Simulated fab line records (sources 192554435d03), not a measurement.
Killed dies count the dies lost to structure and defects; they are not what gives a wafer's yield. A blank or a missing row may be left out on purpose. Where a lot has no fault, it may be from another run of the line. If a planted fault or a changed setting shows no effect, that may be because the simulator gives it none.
fab line records	flow n5-finfet
[record] lots = 5	wafers = 14	last-day = 16
route steps=1938 shown MIM_TOP_LITHO@1847 MIM_TOP_ETCH@1851 MIM_BOT_LITHO@1854 PASSIVATION@1936
lots that met no fault: taken from a fault-free run of the same line
start-h: start of the lot's first displayed wafer, in hours after the record's first day	wait-h: hours from the lot's prior step to this one	" as in the row above	L1.1+2: a single row standing in for several wafers	- no value, or no start given	* or withheld: withheld	< > ~ a bound
route shown NAME@n: a module of which the file shows steps, and the number in the route of the first	usual: average and standard deviation across the fault-free wafers	same: alike in all rows	chamber/n: place in a boat	sites: per-site readings	_std_site: the values' standard deviation	_edge_site: outer sites' mean less inner sites'	radius-mm: how far each site lies from the wafer's centre	mask NAME#n: copy n	behind: the last tool/chamber to shape the wafer	hold: why the lot went on hold/how many hours it stayed there/how the hold came to an end	device: the transistor (n, p or np) that didn't switch	end of line: at the end of the route, the tests of the same wafers	for a step that has no rows: nothing shown but its recipe	killed: not the wafer's yield, but the dies lost to structure and defects at the first sort	map: a wafer's dies, marking killed ones x, the rest . and places with no die _
set.NAME: the setting the step ran with; set.NAME@STEP: the setting that earlier step ran with	model.NAME: the simulator's own value behind a step, which no gauge read
a table for each step, a row for each wafer; lots at some steps of the route
services: the hour from which a tool's chamber was out of use, counted from the record's first day as start-h (under 0 if before that day), plus the number of hours and why
[[steps]]
[step N5_MIM_TOP_LITHO_CD_MEAS_08]
[recipe] target-cd-nm = 2000	landing-energy-ev = 500	detector = se-inlens
[usual] cd-nm = 1999.1/2.2
lot.wafer	tool	chamber	start-h	wait-h	cd-nm
L542.4	cd-sem-03	0	264.20	-	1996.8
L542.5	"	0	"	"	2000.3
L542.6	"	0	"	"	1997.9
L550.3	cd-sem-01	0	318.66	-	1997.0
L550.6	"	0	"	"	1999.5
L558.2	cd-sem-01	0	360.93	-	1998.1
L558.4	"	0	"	"	2001.1
L558.6	"	0	"	"	2000.8
L559.1	cd-sem-01	0	363.86	-	1998.2
L559.3	"	0	"	"	2000.0
L559.6	"	0	"	"	2002.2
L561.1	cd-sem-02	0	369.41	-	2000.4
L561.3	"	0	"	"	1996.6
L561.5	"	0	"	"	1997.1
[step N5_MIM_TOP_LITHO_OVL_MEAS_11]
[recipe] points-per-wafer = 44
[usual] MIM_TOP_OVL = 0/5.3
lot.wafer	tool	chamber	start-h	wait-h	MIM_TOP_OVL[nm]
L542.4	overlay-01	0	264.23	0.0	2
L542.5	"	0	"	"	1
L542.6	"	0	"	"	3
L550.3	overlay-02	0	318.69	0.0	2
L550.6	"	0	"	"	-4
L558.2	overlay-02	0	360.96	0.0	-4
L558.4	"	0	"	"	-4
L558.6	"	0	"	"	3
L559.1	overlay-01	0	363.89	0.0	4
L559.3	"	0	"	"	3
L559.6	"	0	"	"	7
L561.1	overlay-02	0	369.44	0.0	-5
L561.3	"	0	"	"	-4
L561.5	"	0	"	"	-3
[step N5_MIM_TOP_LITHO_INSPECT_12]
[recipe] mode = adi	inspect-instrument = macro
[usual] raw-defect-count = 2.1/1.3
lot.wafer	tool	chamber	start-h	wait-h	raw-defect-count
L542.4	defect-inspect-02	-	264.26	0.0	3
L542.5	"	-	"	"	2
L542.6	"	-	"	"	2
L550.3	defect-inspect-01	-	318.72	0.0	2
L550.6	"	-	"	"	3
L558.2	defect-inspect-02	-	360.98	0.0	2
L558.4	"	-	"	"	1
L558.6	"	-	"	"	1
L559.1	defect-inspect-01	-	363.92	0.0	2
L559.3	"	-	"	"	4
L559.6	"	-	"	"	1
L561.1	defect-inspect-02	-	369.47	0.0	2
L561.3	"	-	"	"	4
L561.5	"	-	"	"	1
[step N5_MIM_TOP_LITHO_DESCUM_10]
[recipe] chemistry = O2	time-s = 7.9	source-power-w = 50	bias-power-w = 20	pressure-mtorr = 20	rf-frequency-hz = 2.712e+07	temp-c = 40	o2-flow-sccm = 225
[usual] drypump-motor-current-A = 5.61/0.29	oes-product-au = 0.80/0.072	rf-vpp-V = 242.8/1.3	showerhead-plenum-p-Torr = 2.07/0.073	throttle-valve-pct = 20.40/0.24
[same] time-s = 7.9
lot.wafer	tool	chamber	start-h	wait-h	drypump-motor-current-A	oes-product-au	rf-hours-counter-h	rf-vpp-V	showerhead-plenum-p-Torr	throttle-valve-pct
L542.4	rie-diel-06	3	264.36	0.1	5.92	0.68	243	239.8	1.98	20.70
L542.5	"	2	"	"	5.55	0.82	-	243.4	2.10	20.37
L542.6	"	1	"	"	5.41	0.84	-	243.1	2.12	20.36
L550.3	rie-diel-06	3	318.79	0.1	5.94	0.93	4	246.0	2.24	20.26
L550.6	"	2	"	"	5.55	0.80	-	243.0	2.09	20.40
L558.2	rie-diel-06	2	361.02	0.0	5.56	0.79	137	241.6	2.09	20.39
L558.4	"	0	"	"	6.05	0.78	103	242.9	2.02	20.26
L558.6	"	2	"	"	5.53	0.78	-	242.1	2.09	20.42
L559.1	rie-diel-02	2	364.17	0.2	5.67	0.87	28	242.4	2.03	20.22
L559.3	"	0	"	"	5.69	0.93	15	245.2	2.20	19.97
L559.6	"	1	"	"	5.21	0.70	-	241.0	1.99	21.01
L561.1	rie-diel-03	3	369.64	0.2	5.88	0.70	233	242.1	2.02	20.19
L561.3	"	0	"	"	5.11	0.86	46	243.4	2.13	20.04
L561.5	"	2	"	"	5.68	0.82	-	243.7	2.10	20.26
[step N5_MIM_TOP_ETCH_ETCH_00]
[recipe] chemistry = Cl2/BCl3	target = TiN	target-depth-a = 385	ion-energy-ev = 150	pressure-mtorr = 10	icp-w = 1000	bias-w = 126	Cl2_flow_sccm = 53.25	bcl3-flow-sccm = 21.75	Ar_flow_sccm = 25
[usual] drypump-motor-current-A = 5.7/0.4	oes-product-au = 0.82/0.095	throttle-valve-pct = 22.88/0.17
lot.wafer	tool	chamber	start-h	wait-h	drypump-motor-current-A	oes-product-au	rf-hours-counter-h	throttle-valve-pct
L542.4	rie-metal-01	0	264.49	0.1	5.6	0.91	-	22.89
L542.5	"	1	"	"	5.8	0.84	-	22.82
L542.6	"	0	"	"	5.6	0.91	-	22.88
L550.3	rie-metal-01	0	318.92	0.1	5.6	0.88	-	22.90
L550.6	"	1	"	"	5.8	0.83	-	22.84
L558.2	rie-metal-02	0	361.10	0.1	5.6	0.83	21	22.85
L558.4	"	0	"	"	5.6	0.84	-	22.85
L558.6	"	1	"	"	4.7	0.98	-	22.68
L559.1	rie-metal-01	0	364.25	0.1	5.6	0.86	20	22.90
L559.3	"	0	"	"	5.6	0.87	-	22.89
L559.6	"	0	"	"	5.6	0.87	-	22.91
L561.1	rie-metal-03	1	369.73	0.1	6.0	0.85	26	22.64
L561.3	"	0	"	"	6.0	0.65	-	23.12
L561.5	"	0	"	"	6.0	0.65	-	23.13
[step N5_MIM_TOP_ETCH_STRIP_01]
[recipe] chemistry = O2	power-w = 600	temp-c = 60	pressure-mtorr = 30	rf-frequency-hz = 6e+07	bias-power-w = 0	overash-fraction = 0.5	o2-flow-sccm = 225
[usual] drypump-motor-current-A = 5.7/0.33	oes-product-au = 0.84/0.057	rf-vpp-V = 3.6/1.4	showerhead-plenum-p-Torr = 2.11/0.053	throttle-valve-pct = 16.51/0.26
lot.wafer	tool	chamber	start-h	wait-h	drypump-motor-current-A	oes-product-au	rf-hours-counter-h	rf-vpp-V	showerhead-plenum-p-Torr	throttle-valve-pct
L542.4	rie-diel-01	0	264.59	0.1	5.6	0.94	4	7.5	2.05	16.34
L542.5	"	2	"	"	5.8	0.86	-	1.6	2.08	16.94
L542.6	"	1	"	"	5.7	0.80	-	5.2	2.22	16.70
L550.3	rie-diel-01	3	319.02	0.1	6.2	0.86	44	3.8	2.05	16.35
L550.6	"	2	"	"	5.8	0.84	-	6.0	2.07	16.99
L558.2	rie-diel-05	1	361.24	0.1	5.5	0.80	98	3.6	2.12	16.57
L558.4	"	2	"	"	5.7	0.85	78	3.6	2.11	16.43
L558.6	"	1	"	"	5.6	0.80	-	1.9	2.12	16.54
L559.1	rie-diel-05	3	364.39	0.1	5.8	0.83	57	4.5	2.11	16.04
L559.3	"	2	"	"	5.7	0.84	79	6.2	2.11	16.40
L559.6	"	3	"	"	5.7	0.83	-	3.7	2.11	16.09
L561.1	rie-diel-05	0	369.87	0.1	5.0	0.96	10	2.1	2.15	16.32
L561.3	"	1	"	"	5.6	0.80	101	2.2	2.12	16.60
L561.5	"	2	"	"	5.7	0.84	-	3.2	2.11	16.40
[step N5_MIM_TOP_ETCH_PECVD_03]
[recipe] material = SiNx	target-thk-a = 200	temp-c = 400	precursor = SiH4/NH3/N2	pressure-torr = 1.5	rf-w = 300	time-s = 17.6
[usual] heater-power-outer-w = 468/59	heater-power-w = 773/88	showerhead-plenum-p-Torr = 5.19/0.067	throttle-valve-pct = 40.6/2
[same] time-s = 17.6
lot.wafer	tool	chamber	start-h	wait-h	heater-power-outer-w	heater-power-w	showerhead-plenum-p-Torr	throttle-valve-pct
L542.4	pecvd-02	2	264.67	-	379	615	5.03	37.6
L542.5	"	0	"	"	538	841	5.12	41.0
L542.6	"	2	"	"	366	618	5.04	37.4
L550.3	pecvd-04	0	319.08	-	477	801	5.17	39.8
L550.6	"	2	"	"	382	709	5.20	37.6
L558.2	pecvd-02	0	361.31	-	471	731	5.11	41.1
L558.4	"	2	"	"	425	681	5.05	37.9
L558.6	"	0	"	"	471	745	5.11	41.1
L559.1	pecvd-02	2	364.46	-	367	591	5.04	37.6
L559.3	"	0	"	"	439	706	5.12	41.0
L559.6	"	0	"	"	445	709	5.12	41.2
L561.1	pecvd-04	1	369.93	-	373	646	5.21	42.0
L561.3	"	2	"	"	459	798	5.20	38.3
L561.5	"	0	"	"	512	820	5.18	39.6
[step N5_MIM_BOT_LITHO_HMDS_01]
[recipe] time-s = 60	temp-c = 120
[step N5_MIM_BOT_LITHO_COAT_02]
[recipe] spin-rpm = *	resist-thk-nm = *
[step N5_MIM_BOT_LITHO_EBR_04]
[recipe] solvent = PGMEA	ebr-width-mm = 1.5
[step N5_MIM_BOT_LITHO_SOFTBAKE_03]
[recipe] temp-c = 100	time-s = 90
[step N5_MIM_BOT_LITHO_EXPOSE_05]
[recipe] mask-id = MIM_BOT	na = 0.55	source-shape = conventional	sigma-outer = 0.8	polarization = unpolarized	dose-mj = 24.25
[step N5_MIM_BOT_LITHO_PEB_06]
[recipe] peb-temp-c = withheld	peb-time-s = *
lot.wafer	tool	chamber	start-h	wait-h
L542.4+5+6	litho-track-02	0	264.91	0.0
L550.3+6	litho-track-02	0	319.55	0.0
L558.2+4+6	litho-track-05	0	361.55	0.0
L559.1+3+6	litho-track-03	0	364.69	0.1
L561.1+3+5	litho-track-03	0	370.30	0.1
[step N5_MIM_BOT_LITHO_DEVELOP_07]
[recipe] develop-time-s = 60	rinse-liquid = diw	dry = air-spin	dev-temp-c = 21
[step N5_MIM_BOT_LITHO_HARDBAKE_09]
[recipe] temp-c = 130	time-s = 120
[step N5_MIM_BOT_LITHO_CD_MEAS_08]
[recipe] target-cd-nm = 3000	landing-energy-ev = 500	detector = se-inlens	polarity = opening
[usual] cd-nm = 3000.2/2.4
lot.wafer	tool	chamber	start-h	wait-h	cd-nm
L542.4	cd-sem-01	0	265.03	-	3003.0
L542.5	"	0	"	"	3000.9
L542.6	"	0	"	"	3001.4
L550.3	cd-sem-02	0	319.67	-	3003.7
L550.6	"	0	"	"	3008.0
L558.2	cd-sem-03	0	361.67	-	2999.7
L558.4	"	0	"	"	3000.4
L558.6	"	0	"	"	2997.3
L559.1	cd-sem-02	0	364.81	-	3000.2
L559.3	"	0	"	"	2997.0
L559.6	"	0	"	"	3003.1
L561.1	cd-sem-03	0	370.42	-	3001.2
L561.3	"	0	"	"	2999.2
L561.5	"	0	"	"	3000.6
[step N5_MIM_BOT_LITHO_OVL_MEAS_11]
[recipe] points-per-wafer = 44
[usual] MIM_BOT_OVL = 1/5
lot.wafer	tool	chamber	start-h	wait-h	MIM_BOT_OVL[nm]
L542.4	overlay-01	0	265.06	0.0	-2
L542.5	"	0	"	"	-8
L542.6	"	0	"	"	-11
L550.3	overlay-02	0	319.70	0.0	3
L550.6	"	0	"	"	5
L558.2	overlay-01	0	361.69	0.0	2
L558.4	"	0	"	"	-4
L558.6	"	0	"	"	6
L559.1	overlay-01	0	364.84	0.0	0
L559.3	"	0	"	"	8
L559.6	"	0	"	"	4
L561.1	overlay-02	0	370.45	0.0	-4
L561.3	"	0	"	"	-1
L561.5	"	0	"	"	0
[step N5_PASSIVATION_PROBE_49]
[usual] defect-limited-yield = 91.4/1.4	killed_at_M0_to_M3 = 34/8.9	killed_at_M4_up = 13/4.6	killed-at-contacts = 12/5.5	killed-at-front-end = 41/11	killed-at-other = 3.1/2.9	killed-dies = 102/16	killed-open = 66/11	killed-short = 34/7.6	sort_bin_5_function = 5.1/0.89	sort_bin_6_memory = 3.2/0.61	sort-n-pass = 1078/16	sort-yield-pct = 91.3/1.4
[same] gross-dies = 1180	killed-at-back-side = 0	sort_bin_4_leakage[%] = 0	sort_bin_8_speed[%] = 0
lot.wafer	tool	chamber	start-h	wait-h	defect-limited-yield[%]	killed_at_M0_to_M3	killed_at_M4_up	killed-at-contacts	killed-at-front-end	killed-at-other	killed-dies	killed-open	killed-short	sort_bin_5_function[%]	sort_bin_6_memory[%]	sort-n-pass	sort-yield-pct[%]
L542.4	prober-01	-	276.17	0.2	89.1	30	16	11	69	3	129	77	40	5.9	4.0	1051	89.1
L542.5	prober-01	-	276.22	0.2	90.0	45	10	20	43	0	118	80	38	5.5	4.1	1062	90.0
L542.6	prober-01	-	276.27	0.3	87.6	55	16	11	61	3	146	100	40	7.5	3.8	1034	87.6
L550.3	prober-02	-	332.79	0.1	90.7	34	10	14	49	3	110	72	37	5.8	3.4	1070	90.7
L550.6	prober-02	-	332.94	0.3	91.0	41	10	6	41	8	106	69	37	6.3	2.5	1074	91.0
L558.6	prober-01	-	374.34	0.3	89.1	48	16	22	43	0	129	82	46	7.6	3.2	1051	89.1
L559.1	prober-02	-	374.30	0.0	90.8	47	9	12	40	1	109	74	34	5.8	3.1	1071	90.8
L559.3	prober-02	-	374.40	0.1	94.4	26	6	5	28	1	66	43	22	3.6	1.8	1114	94.4
L559.6	prober-02	-	374.55	0.3	93.2	26	8	8	37	1	80	52	24	4.1	2.1	1100	93.2
L561.1	prober-01	-	380.91	0.0	94.2	19	11	7	30	1	68	49	19	3.7	1.9	1112	94.2
L561.3	prober-01	-	381.01	0.1	90.3	26	13	15	59	1	114	74	35	5.3	3.4	1066	90.3
L561.5	prober-01	-	381.11	0.2	92.2	21	10	10	46	5	92	59	31	4.2	3.0	1088	92.2
// killed by level:class
L542.4 FIN_SAQP:geometric-particle:open=13 FIN_SAQP:geometric-particle:short=12 MOL_CONTACT_COAG:geometric-particle:open=10 STI_FIN_REVEAL:geometric-particle:open=9 GATE_CUT:geometric-particle:short=8 BEOL_M2:geometric-particle:open=8 HKMG_FIN:area-etch=8 BEOL_M0_SAQP:geometric-particle:open=6
L542.5 MOL_CONTACT_COAG:geometric-particle:open=15 BEOL_M0_SAQP:geometric-particle:open=14 FIN_SAQP:geometric-particle:open=12 STI_FIN_REVEAL:geometric-particle:open=12 FIN_SAQP:geometric-particle:short=11 BEOL_M0_SAQP:geometric-particle:short=8 BEOL_M2:geometric-particle:open=8 MOL_CONTACT_COAG:geometric-particle:short=5
L542.6 FIN_SAQP:geometric-particle:open=19 BEOL_M0_SAQP:geometric-particle:open=15 BEOL_M0_SAQP:geometric-particle:short=14 STI_FIN_REVEAL:geometric-particle:open=12 FIN_SAQP:geometric-particle:short=8 MOL_CONTACT_COAG:geometric-particle:open=8 BEOL_M0:geometric-particle:open=7 DUMMY_GATE:geometric-particle:open=6
L550.3 FIN_SAQP:geometric-particle:open=17 MOL_CONTACT_COAG:geometric-particle:open=10 FIN_SAQP:geometric-particle:short=9 STI_FIN_REVEAL:geometric-particle:open=9 BEOL_M1:geometric-particle:open=9 BEOL_M3:geometric-particle:open=8 BEOL_M0_SAQP:geometric-particle:open=6 BEOL_M4:geometric-particle:open=5
L550.6 STI_FIN_REVEAL:geometric-particle:open=13 BEOL_M3:geometric-particle:open=10 BEOL_M0_SAQP:geometric-particle:short=8 BEOL_M1:geometric-particle:open=7 BEOL_M4:geometric-particle:open=6 FIN_SAQP:geometric-particle:open=5 MOL_CONTACT_COAG:geometric-particle:open=5 BEOL_M0_SAQP:geometric-particle:open=5
L559.1 FIN_SAQP:geometric-particle:open=13 BEOL_M1:geometric-particle:open=12 MOL_CONTACT_COAG:geometric-particle:open=11 BEOL_M3:geometric-particle:open=10 FIN_SAQP:geometric-particle:short=7 BEOL_M0_SAQP:geometric-particle:short=6 BEOL_M2:geometric-particle:open=6 STI_FIN_REVEAL:geometric-particle:open=5
L558.6 MOL_CONTACT_COAG:geometric-particle:open=17 BEOL_M0_SAQP:geometric-particle:open=16 FIN_SAQP:geometric-particle:short=11 FIN_SAQP:geometric-particle:open=11 BEOL_M1:geometric-particle:open=10 BEOL_M0_SAQP:geometric-particle:short=7 MOL_CONTACT_COAG:geometric-particle:short=5 BEOL_M3:geometric-particle:open=5
L559.3 BEOL_M1:geometric-particle:open=9 FIN_SAQP:geometric-particle:open=7 FIN_SAQP:geometric-particle:short=5 BEOL_M3:geometric-particle:open=5 STARTING-WAFER:geometric-particle:short=5 MOL_CONTACT_COAG:geometric-particle:open=4 BEOL_M1:geometric-particle:short=4 BEOL_M4:geometric-particle:open=3
L559.6 FIN_SAQP:geometric-particle:short=6 DUMMY_GATE:geometric-particle:open=6 GATE_CUT:geometric-particle:open=6 BEOL_M0_SAQP:geometric-particle:open=6 BEOL_M3:geometric-particle:open=6 GATE_CUT:geometric-particle:short=5 MOL_CONTACT_COAG:geometric-particle:open=5 BEOL_M2:geometric-particle:open=5
L561.1 DUMMY_GATE:geometric-particle:open=8 MOL_CONTACT_COAG:geometric-particle:open=7 GATE_CUT:geometric-particle:short=7 BEOL_M0_SAQP:geometric-particle:open=5 BEOL_M2:geometric-particle:open=5 GATE_CUT:geometric-particle:open=4 STI_FIN_REVEAL:geometric-particle:open=3 BEOL_M3:geometric-particle:open=3
L561.3 STI_FIN_REVEAL:geometric-particle:open=23 MOL_CONTACT_COAG:geometric-particle:open=10 DUMMY_GATE:geometric-particle:open=8 BEOL_M0_SAQP:geometric-particle:short=7 STI_FIN_REVEAL:geometric-particle:short=6 MOL_CONTACT_COAG:geometric-particle:short=5 BEOL_M0_SAQP:geometric-particle:open=5 HKMG_FIN:area-etch=5
L561.5 STI_FIN_REVEAL:geometric-particle:open=15 STI_FIN_REVEAL:geometric-particle:short=11 MOL_CONTACT_COAG:geometric-particle:open=8 BEOL_M0_SAQP:geometric-particle:open=8 BEOL_M0_SAQP:geometric-particle:short=5 DUMMY_GATE:geometric-particle:open=5 PASS1_DEP:geometric-particle:open=4 STARTING-WAFER:geometric-particle:open=4
[[services]]
tool	chamber	start-h	hours	kind
rie-diel-01	2	241.99	4.6	repair
rie-diel-02	0	246.25	4.4	repair
rie-diel-06	3	253.06	2.6	repair
rie-metal-03	-	259.59	0.7	repair
rie-metal-03	0	260.65	6.9	repair
pecvd-02	1	261.67	13.0	repair
rie-diel-05	-	266.35	15.6	pm
rie-metal-01	0	269.93	3.0	repair
rie-metal-02	0	278.28	5.4	repair
rie-diel-01	2	279.08	5.3	repair
pecvd-02	0	281.59	5.5	scheduled-down
rie-metal-03	-	291.48	2.8	pm
rie-diel-05	0	301.90	5.6	repair
pecvd-04	-	307.90	2.5	repair
rie-diel-03	-	308.90	0.2	repair
rie-diel-05	0	319.78	-	clean
rie-diel-05	0	319.78	-	consumable-replace:focus-ring
rie-diel-06	3	322.17	1.7	repair
rie-diel-01	3	339.32	3.9	repair
rie-diel-03	2	339.80	2.8	repair
pecvd-02	-	348.21	5.5	pm
rie-diel-05	1	352.70	1.2	repair
rie-diel-01	2	358.50	3.5	repair
rie-diel-05	2	370.24	2.6	repair
[[key]]
[first-sign] step = N5_MIM_BOT_LITHO_CD_MEAS_08	reading = cd-nm	direction = up	sigmas = 3.2	usual = 3000.2	struck = 3008.0
effect none on later readings
met-at N5_MIM_BOT_LITHO_PEB_06
struck-wafers L550.6
onset-between 264.91 319.55
[fault] kind = process-parameter-drift	tool = litho-track-02	chamber = -	onset-h = 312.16	steps = N5_MIM_BOT_LITHO_PEB_06	channel = peb-time-s	offset = *	shape = step	end-h = 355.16	scope = struck-wafers-only	acts-in = *	stated = *
